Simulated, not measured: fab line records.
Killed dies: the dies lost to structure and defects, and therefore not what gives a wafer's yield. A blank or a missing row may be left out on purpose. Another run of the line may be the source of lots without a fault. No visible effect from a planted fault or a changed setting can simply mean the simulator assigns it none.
A struck lot beside a sound one / flow n5 finfet / 16 out of 1938 route steps
Sound: these wafers, L679.3, L679.4, L679.5. Wafers struck: L690.3, L690.5. Last of all comes the cause.
Each step with rows lists, per side, the tool, then ch with its chambers, then its first start. Under that, the readings that differ: sound wafers / struck wafers / difference of the means / sigmas: that difference in standard deviations of wafers without a fault.
alike: words and numbers the same on both sides, and readings whose means are apart by under 2 such deviations; not compared: readings that were withheld, readings missing a value for some wafer, numbers with overlapping values and no deviation given by the record, and bounds like >300 which may hide the same value.
A row with sigmas, a row that says differs or no value, or rows on one side alone: a step with any of these is where the two part. When numbers do not overlap yet have no deviation, they are printed without sigmas and do not part them. A reading missing from all wafers of one side parts the sides only when that side holds two or more wafers.

N5_BEOL_M1_ETCH_41: etches SiCN in CH3F/O2, target depth 31.9 nm, time 57.8 s.
  sound on rie diel-06 ch 1,2,3; struck on rie diel-06 ch 2
  alike: drypump motor current A, oes product au, rf vpp V, showerhead plenum p Torr, throttle valve pct
  not compared: rf hours counter h
N5_BEOL_M1_STRIP_97: strips in N2/H2, time 10 s.
  sound on rie diel-06 ch 1,2,3; struck on rie diel-06 ch 2
  alike: drypump motor current A, oes product au, rf vpp V, showerhead plenum p Torr, throttle valve pct
  not compared: rf hours counter h
N5_BEOL_M1_OCD_MEAS_38:
  sound: ocd-02 at day 8 05:49; struck: ocd-01 at day 11 03:20
  alike: trench depth nm
then, 4 steps without rows for these wafers: N5_BEOL_M1_HM_STRIP_39 (strips TiN in peroxide tin strip, target depth 25 nm, time 158 s); N5_BEOL_M1_SRD_40 (time 30 s); N5_BEOL_M1_PRECLEAN_42 (cleans in residue remover, time 60 s); N5_BEOL_M1_SRD_43 (time 30 s).
N5_BEOL_M1_CD_MEAS_35: target cd 18 nm, target cd y 21 nm.
  sound: cd sem-01 at day 8 05:58; struck: cd sem-03 at day 11 03:29
  alike: cd nm
N5_BEOL_M1_DEGAS_44: time 60 s.
  sound: pvd sputter-01 at day 8 06:38; struck: pvd sputter-02 at day 11 03:58
  alike: heater power w
N5_BEOL_M1_PRE_CLEAN_45: time 30 s.
  sound: pvd sputter-01 at day 8 06:40; struck: pvd sputter-02 at day 11 04:01
  alike: heater power w
then, 1 step without rows for these wafers: N5_BEOL_M1_ALD_84 (deposits TaN, pulse time 2 s, purge time 3 s, co reactant purge time 2 s).
N5_BEOL_M1_SURFACE_TREAT_85:
  sound: pvd sputter-03 at day 8 07:05; struck: pvd sputter-01 at day 11 04:22
  not compared: throttle valve pct
N5_BEOL_M1_CVD_47: deposits Co from CCTBA/H2, target thk 3 nm, time 223.8 s.
  sound on cvd co-01 ch 1,2, day 8 07:14; struck on cvd co-01 ch 1, day 11 04:25
reading=run length s (s); sound=247.7 247.3 247.0; struck=197.3 198.0; difference=-49.7; sigmas=-81
then, 1 step without rows for these wafers: N5_BEOL_M1_SPUTTER_48 (material Cu, target thk 4.5 nm, time 8.29 s).
N5_BEOL_M4_RC_MEAS_101:
  sound on prober-01 ch 0, day 10 03:10; struck on prober-01 ch 0, day 13 00:07
  alike: DIBL_N, DIBL_P, IOFF_N, IOFF_P, ION_N, ION_P, SS_N, SS_P, VT_N, VT_P
-- a jump in the record: the struck wafers' starts before and after are 4 days apart (it breaks off in module BEOL_M4 and resumes in module PASSIVATION, where the first step shown is number 1936 of the route) --
N5_PASSIVATION_PROBE_49:
  sound: prober-02 at day 14 13:10; struck: prober-01 at day 17 04:24
reading=defect limited yield (%); sound=90.1 91.3 90.4; struck=94.7 92.2; difference=+2.9; sigmas=+2
reading=killed_at_M0_to_M3; sound=51 33 30; struck=13 22; difference=-20; sigmas=-2
reading=killed at front end; sound=39 53 59; struck=19 40; difference=-21; sigmas=-2
reading=killed dies; sound=117 103 113; struck=62 92; difference=-34; sigmas=-2
reading=killed short; sound=41 39 52; struck=18 37; difference=-16; sigmas=-2
reading=sort n pass; sound=1063 1077 1067; struck=1118 1088; difference=+34; sigmas=+2
reading=sort yield pct (%); sound=90.1 91.3 90.4; struck=94.7 92.2; difference=+2.9; sigmas=+2
  alike: killed_at_M4_up, killed at contacts, killed at other, killed on rim, killed open, sort_bin_5_function, sort_bin_6_memory

== WHERE THEY PART ==
At N5_BEOL_M1_CVD_47 first; at N5_PASSIVATION_PROBE_49 last (within this record only).

WHY: what had been put in by the simulator
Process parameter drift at N5_BEOL_M1_CVD_47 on cvd co-01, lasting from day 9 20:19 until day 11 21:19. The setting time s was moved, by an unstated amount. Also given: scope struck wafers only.
